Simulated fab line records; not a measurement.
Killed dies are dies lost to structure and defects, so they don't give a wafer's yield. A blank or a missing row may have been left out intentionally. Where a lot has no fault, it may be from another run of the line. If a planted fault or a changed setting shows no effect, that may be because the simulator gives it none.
Which tool is to blame? + flow nand-harc + Sampling: 11 lots, 33 wafers, 6 of 1302 route steps

## WHAT THE GAUGES SHOWED, per wafer
NHARC_A_ONON_D2_THK_MEAS_24: measures by ellipsometry. Usual: thk-nm 1003 nm, standard deviation 11.
| lot  | measured     | on            | thk-nm (nm)    | flag |
|------|--------------|---------------|----------------|------|
| L478 | day 13 17:05 | film-metro-02 | 1010 1009 1009 |      |
| L479 | day 14 11:14 | film-metro-02 | 1006 1008 1006 |      |
| L485 | day 16 15:45 | film-metro-01 | 294 296 296    | OFF  |
| L486 | day 17 17:50 | film-metro-01 | 275 277 275    | OFF  |
| L492 | day 19 21:41 | film-metro-01 | 994 992 993    |      |
| L493 | day 19 21:41 | film-metro-02 | 999 999 1001   |      |
| L494 | day 20 16:17 | film-metro-02 | 1012 1009 1012 |      |
| L495 | day 21 12:47 | film-metro-01 | 1015 1014 1016 |      |
| L496 | day 21 12:47 | film-metro-02 | 1007 1006 1007 |      |
| L497 | day 21 13:08 | film-metro-02 | 1005 1004 1007 |      |
| L498 | day 22 04:23 | film-metro-02 | 997 996 997    |      |

NHARC_END_SORT_01. Usual: killed-at-array 55, standard deviation 22; killed-at-other 1.1, standard deviation 1.4; killed-at-periphery 4, standard deviation 3.2; killed-dies 59, standard deviation 22; killed-open 3.3, standard deviation 1.8; killed-short 2.5, standard deviation 1.5.
| lot  | measured     | on        | killed-at-array | killed-at-other | killed-at-periphery | killed-dies | killed-open | killed-short | flag |
|------|--------------|-----------|-----------------|-----------------|---------------------|-------------|-------------|--------------|------|
| L485 | day 28 05:04 | prober-02 | 667 669 673     | 0 0 0           | 10 8 4              | 677 677 677 | 3 4 4       | 2 6 1        | OFF  |
| L486 | day 29 07:24 | prober-01 | 664 671 667     | 2 0 3           | 11 6 7              | 677 677 677 | 3 1 4       | 6 0 3        | OFF  |

## EACH LOT AND THE TOOL THAT RAN IT (in order: tool; ch and the chambers of the sampled wafers; start)
| lot  | NHARC_A_CHANNEL_HOLE_D1_ETCH_26  | NHARC_A_CHANNEL_HOLE_D1_ETCH_44    | NHARC_A_CHANNEL_HOLE_D1_STRIP_27              | NHARC_A_ONON_D2_DEP_22           |
|------|----------------------------------|------------------------------------|-----------------------------------------------|----------------------------------|
| L478 | har-etch-01 ch 0,1, day 9 21:25  | rie-diel-05 ch 1,2,3, day 9 22:22  | rie-diel-05 ch 0,1,2, day 13 16:34 or earlier | pecvd-onon-02 ch 0, day 13 16:34 |
| L479 | har-etch-01 ch 0,1, day 10 03:03 | rie-diel-05 ch 0,3, day 10 04:00   | rie-diel-05 ch 1,2, day 14 10:47 or earlier   | pecvd-onon-01 ch 0, day 14 10:47 |
| L485 | har-etch-01 ch 0,1, day 12 15:46 | rie-diel-05 ch 0,2,3, day 12 16:44 | rie-diel-05 ch 0,1,3, day 16 15:15 or earlier | pecvd-onon-01 ch 0, day 16 15:15 |
| L486 | har-etch-01 ch 0,1, day 13 13:41 | rie-diel-05 ch 0,1, day 13 14:38   | rie-diel-05 ch 0,1,2, day 17 17:20 or earlier | pecvd-onon-01 ch 0, day 17 17:20 |
| L492 | har-etch-01 ch 0,1, day 15 18:21 | rie-diel-05 ch 0,1,3, day 15 19:20 | rie-diel-05 ch 0,1,3, day 19 21:14 or earlier | pecvd-onon-04 ch 0, day 19 21:14 |
| L493 | har-etch-02 ch 0,1, day 15 21:53 | rie-diel-05 ch 0,2,3, day 15 22:48 | rie-diel-05 ch 0,1,2, day 19 21:13 or earlier | pecvd-onon-02 ch 0, day 19 21:13 |
| L494 | har-etch-01 ch 0,1, day 16 10:45 | rie-diel-05 ch 0,1,3, day 16 11:37 | rie-diel-05 ch 0,1,3, day 20 15:53 or earlier | pecvd-onon-01 ch 0, day 20 15:53 |
| L495 | har-etch-01 ch 0,1, day 17 09:32 | rie-diel-06 ch 1,2, day 17 10:29   | rie-diel-06 ch 0,1, day 21 12:16 or earlier   | pecvd-onon-01 ch 0, day 21 12:16 |
| L496 | har-etch-01 ch 0,1, day 17 17:29 | rie-diel-09 ch 0,1,2, day 17 18:27 | rie-diel-09 ch 2,3, day 21 12:17 or earlier   | pecvd-onon-02 ch 0, day 21 12:17 |
| L497 | har-etch-02 ch 0, day 17 17:40   | rie-diel-05 ch 1,2,3, day 17 18:37 | rie-diel-05 ch 1,2,3, day 21 12:37 or earlier | pecvd-onon-01 ch 0, day 21 12:37 |
| L498 | har-etch-01 ch 0,1, day 18 00:24 | rie-diel-06 ch 0,1,3, day 18 01:21 | rie-diel-06 ch 0,1,3, day 22 03:53 or earlier | pecvd-onon-01 ch 0, day 22 03:53 |
- NHARC_A_CHANNEL_HOLE_D1_ETCH_26: etches the open film in C4F8/O2/Ar, time 224.1 s, target depth 300 nm.
- NHARC_A_CHANNEL_HOLE_D1_ETCH_44: etches the open film in CF4/O2, target depth 140 nm, overetch 14 nm, time 77 s.
- NHARC_A_CHANNEL_HOLE_D1_STRIP_27: strips in O2.
- NHARC_A_ONON_D2_DEP_22: target thk 1000 nm.

## WHAT THE TOOLS THEMSELVES READ (means of the sampled wafers that have a number; where no wafer has one, the mark that the record gives instead)
NHARC_A_CHANNEL_HOLE_D1_ETCH_26. Usual: drypump-motor-current-A 5.9 A, standard deviation 0.46; he-backside-leak-sccm 6.1 sccm, standard deviation 0.82; showerhead-plenum-p-Torr 3.67 Torr, standard deviation 0.057; throttle-valve-pct 24.585 %, standard deviation 0.0088.
| lot  | tool        | drypump-motor-current-A (A) | he-backside-leak-sccm (sccm) | showerhead-plenum-p-Torr (Torr) | throttle-valve-pct (%) | flag |
|------|-------------|-----------------------------|------------------------------|---------------------------------|------------------------|------|
| L478 | har-etch-01 | 5.9                         | 5.3                          | 3.69                            | 24.582                 |      |
| L479 | har-etch-01 | 5.9                         | 5.3                          | 3.69                            | 24.592                 |      |
| L485 | har-etch-01 | 5.9                         | 6.9                          | 3.67                            | 24.588                 |      |
| L486 | har-etch-01 | 5.9                         | 5.6                          | 3.66                            | 24.589                 |      |
| L492 | har-etch-01 | 6.1                         | 6.0                          | 3.61                            | 24.581                 |      |
| L493 | har-etch-02 | 5.5                         | 7.4                          | 3.68                            | 24.581                 |      |
| L494 | har-etch-01 | 6.1                         | 6.0                          | 3.61                            | 24.578                 |      |
| L495 | har-etch-01 | 5.9                         | 6.2                          | 3.63                            | 24.581                 |      |
| L496 | har-etch-01 | 6.1                         | 6.3                          | 3.59                            | 24.590                 |      |
| L497 | har-etch-02 | 6.4                         | 5.2                          | 3.67                            | 24.583                 |      |
| L498 | har-etch-01 | 6.1                         | 6.1                          | 3.59                            | 24.586                 |      |

NHARC_A_CHANNEL_HOLE_D1_ETCH_44. Usual: drypump-motor-current-A 5.7 A, standard deviation 0.46; oes-product-au 1.000 a.u., standard deviation 0.0093; rf-vpp-V 198.1 V, standard deviation 1.3; showerhead-plenum-p-Torr 1.36 Torr, standard deviation 0.057; throttle-valve-pct 13.398 %, standard deviation 0.0084.
| lot  | tool        | drypump-motor-current-A (A) | oes-product-au (a.u.) | rf-vpp-V (V) | showerhead-plenum-p-Torr (Torr) | throttle-valve-pct (%) | flag |
|------|-------------|-----------------------------|-----------------------|--------------|---------------------------------|------------------------|------|
| L478 | rie-diel-05 | 6.0                         | 1.003                 | 198.5        | 1.36                            | 13.397                 |      |
| L479 | rie-diel-05 | 5.7                         | 1.016                 | 198.9        | 1.38                            | 13.409                 |      |
| L485 | rie-diel-05 | 5.8                         | 1.004                 | 198.0        | 1.34                            | 13.388                 |      |
| L486 | rie-diel-05 | 5.4                         | 0.990                 | 198.1        | 1.37                            | 13.402                 |      |
| L492 | rie-diel-05 | 5.6                         | 0.996                 | 198.5        | 1.38                            | 13.398                 |      |
| L493 | rie-diel-05 | 5.8                         | 0.995                 | 198.1        | 1.34                            | 13.390                 |      |
| L494 | rie-diel-05 | 5.6                         | 0.989                 | 198.1        | 1.38                            | 13.395                 |      |
| L495 | rie-diel-06 | 5.0                         | 0.999                 | 197.8        | 1.35                            | 13.394                 |      |
| L496 | rie-diel-09 | 5.9                         | 0.996                 | 197.9        | 1.37                            | 13.402                 |      |
| L497 | rie-diel-05 | 6.0                         | 0.999                 | 198.3        | 1.36                            | 13.398                 |      |
| L498 | rie-diel-06 | 5.4                         | 1.007                 | 197.8        | 1.32                            | 13.399                 |      |

NHARC_A_CHANNEL_HOLE_D1_STRIP_27. Usual: drypump-motor-current-A 5.7 A, standard deviation 0.46; oes-product-au 0.999 a.u., standard deviation 0.009; rf-vpp-V 58.0 V, standard deviation 1; showerhead-plenum-p-Torr 3.58 Torr, standard deviation 0.15; throttle-valve-pct 17.036 %, standard deviation 0.0085.
| lot  | tool        | drypump-motor-current-A (A) | oes-product-au (a.u.) | rf-vpp-V (V) | showerhead-plenum-p-Torr (Torr) | throttle-valve-pct (%) | flag |
|------|-------------|-----------------------------|-----------------------|--------------|---------------------------------|------------------------|------|
| L478 | rie-diel-05 | 5.8                         | 0.996                 | 58.3         | 3.57                            | 17.030                 |      |
| L479 | rie-diel-05 | 5.9                         | 0.999                 | 58.0         | 3.61                            | 17.032                 |      |
| L485 | rie-diel-05 | 5.6                         | 0.996                 | 58.6         | 3.64                            | 17.037                 |      |
| L486 | rie-diel-05 | 5.7                         | 0.997                 | 57.3         | 3.56                            | 17.037                 |      |
| L492 | rie-diel-05 | 5.7                         | 0.996                 | 58.1         | 3.64                            | 17.043                 |      |
| L493 | rie-diel-05 | 5.8                         | 1.000                 | 58.5         | 3.56                            | 17.040                 |      |
| L494 | rie-diel-05 | 5.6                         | 0.994                 | 57.6         | 3.64                            | 17.029                 |      |
| L495 | rie-diel-06 | 5.3                         | 0.994                 | 57.9         | 3.49                            | 17.039                 |      |
| L496 | rie-diel-09 | 6.0                         | 0.996                 | 58.2         | 3.61                            | 17.041                 |      |
| L497 | rie-diel-05 | 6.0                         | 0.998                 | 57.7         | 3.59                            | 17.032                 |      |
| L498 | rie-diel-06 | 5.4                         | 0.999                 | 58.0         | 3.48                            | 17.038                 |      |

## THE ANSWER, worked out from the rows above alone
Rule: a lot is off if the mean of its wafers that have a number lies more than 3 standard deviations from the usual mean. Also off: a lot with no number at a reading for which 4 or more lots have one. All remaining lots with rows at the step are treated as sound. After the gauges, taken in route order, come the tools' own readings; for these a lot's mean is taken, as printed above. The first step at which some lot is off is used, and at that step the reading that is off furthest; a lot without a number counts as furthest.
Off: L485, L486 (NHARC_A_ONON_D2_THK_MEAS_24, thk-nm).
A tool fits if, at a process step before that reading, it ran every lot that is off, and no sound lot after the first of them. The gauges at NHARC_A_ONON_D2_THK_MEAS_24 aren't tried: what is off there is off at NHARC_END_SORT_01 too, on other tools, and a gauge's error can't cause that. Because NHARC_A_CHANNEL_HOLE_D1_STRIP_27 lacks a start for some lots, the hours and order of its lots are taken from NHARC_A_ONON_D2_DEP_22. No candidate that was tried fits.

## WHAT THE SIMULATOR HAD INSERTED
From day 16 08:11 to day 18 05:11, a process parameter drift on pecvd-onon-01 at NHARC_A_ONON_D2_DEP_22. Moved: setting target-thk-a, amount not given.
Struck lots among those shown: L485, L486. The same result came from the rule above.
